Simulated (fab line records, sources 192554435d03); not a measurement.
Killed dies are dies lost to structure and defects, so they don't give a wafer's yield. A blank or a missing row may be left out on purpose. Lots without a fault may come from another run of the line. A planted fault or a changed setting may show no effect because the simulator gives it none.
Chamber matching | flow n5_finfet | N5_BEOL_M8_STRIP_19 on rie_diel-02: 4 sister chambers
The step strips in O2. 22 wafers are shown with their chamber, then 11 later ones without.

WAFERS WITH THEIR CHAMBER
wafer  | chamber | showerhead_plenum_p_Torr (Torr) | throttle_valve_pct (%) | drypump_motor_current_A (A)
L074.2 | 3       | 2.07                            | 17.17                  | 5.56
L074.3 | 2       | 2.05                            | 16.61                  | 5.41
L074.5 | 0       | 2.09                            | 16.73                  | 5.63
L076.1 | 1       | 2.16                            | 16.96                  | 5.87
L076.2 | 3       | 2.07                            | 17.20                  | 5.55
L076.3 | 0       | 2.08                            | 16.73                  | 5.60
L076.4 | 2       | 2.05                            | 16.61                  | 5.42
L076.5 | 3       | 2.07                            | 17.18                  | 5.55
L076.6 | 2       | 2.05                            | 16.62                  | 5.39
L075.2 | 2       | 2.05                            | 16.62                  | 5.38
L075.3 | 1       | 2.16                            | 16.93                  | 5.88
L075.4 | 0       | 2.08                            | 16.76                  | 5.57
L078.2 | 0       | 2.08                            | 16.74                  | 5.57
L078.3 | 2       | 2.05                            | 16.62                  | 5.38
L078.6 | 3       | 2.07                            | 17.19                  | 5.57
L079.1 | 0       | 2.08                            | 16.74                  | 5.54
L079.4 | 2       | 2.05                            | 16.65                  | 5.39
L079.5 | 1       | 2.16                            | 16.93                  | 5.86
L081.1 | 0       | 2.08                            | 16.77                  | 5.61
L081.3 | 3       | 2.07                            | 17.22                  | 5.55
L081.6 | 3       | 2.07                            | 17.23                  | 5.56
L083.1 | 1       | 2.15                            | 16.95                  | 5.85

SIGNATURES (means of the wafers above)
reading                  | chamber 0 | chamber 1 | chamber 2 | chamber 3 | scatter within a chamber
showerhead_plenum_p_Torr | 2.0817    | 2.1575    | 2.0500    | 2.0700    | 0.00297
throttle_valve_pct       | 16.7450   | 16.9425   | 16.6217   | 17.1983   | 0.0179
drypump_motor_current_A  | 5.5867    | 5.8650    | 5.3950    | 5.5567    | 0.0204
Rule: a wafer's distance from a chamber is the root of the sum, over the readings, of the square of ((its reading less the chamber's mean) divided by the reading's scatter). The wafer belongs to the nearest chamber; if the next one is less than 2 further off, it can't be placed. The scatter: the root of (the sum of the squares of (reading less its chamber's mean) over the shown wafers, divided by (wafers less chambers)).

WAFERS WITHOUT THEIR CHAMBER
wafer  | showerhead_plenum_p_Torr (Torr) | throttle_valve_pct (%) | drypump_motor_current_A (A)
L083.2 | 2.07                            | 17.24                  | 5.57
L083.6 | 2.07                            | 17.22                  | 5.57
L082.2 | 2.15                            | 16.96                  | 5.87
L082.3 | 2.15                            | 16.97                  | 5.87
L082.5 | 2.07                            | 17.24                  | 5.55
L088.1 | 2.04                            | 16.17                  | 5.39
L088.2 | 2.06                            | 17.26                  | 5.56
L088.3 | 2.15                            | 16.99                  | 5.86
L088.4 | 2.06                            | 17.22                  | 5.57
L088.5 | 2.15                            | 16.99                  | 5.86
L088.6 | 2.04                            | 16.18                  | 5.41

WHICH CHAMBER EACH WENT THROUGH
wafer  | from the rows above | in truth
L083.2 | 3                   | 3
L083.6 | 3                   | 3
L082.2 | 1                   | 1
L082.3 | 1                   | 1
L082.5 | 3                   | 3
L088.1 | 2                   | 2
L088.2 | 3                   | 3
L088.3 | 1                   | 1
L088.4 | 3                   | 3
L088.5 | 1                   | 1
L088.6 | 2                   | 2
Placed correctly: 11 of 11. Can't be placed from these rows: 0. Placed wrongly: 0.
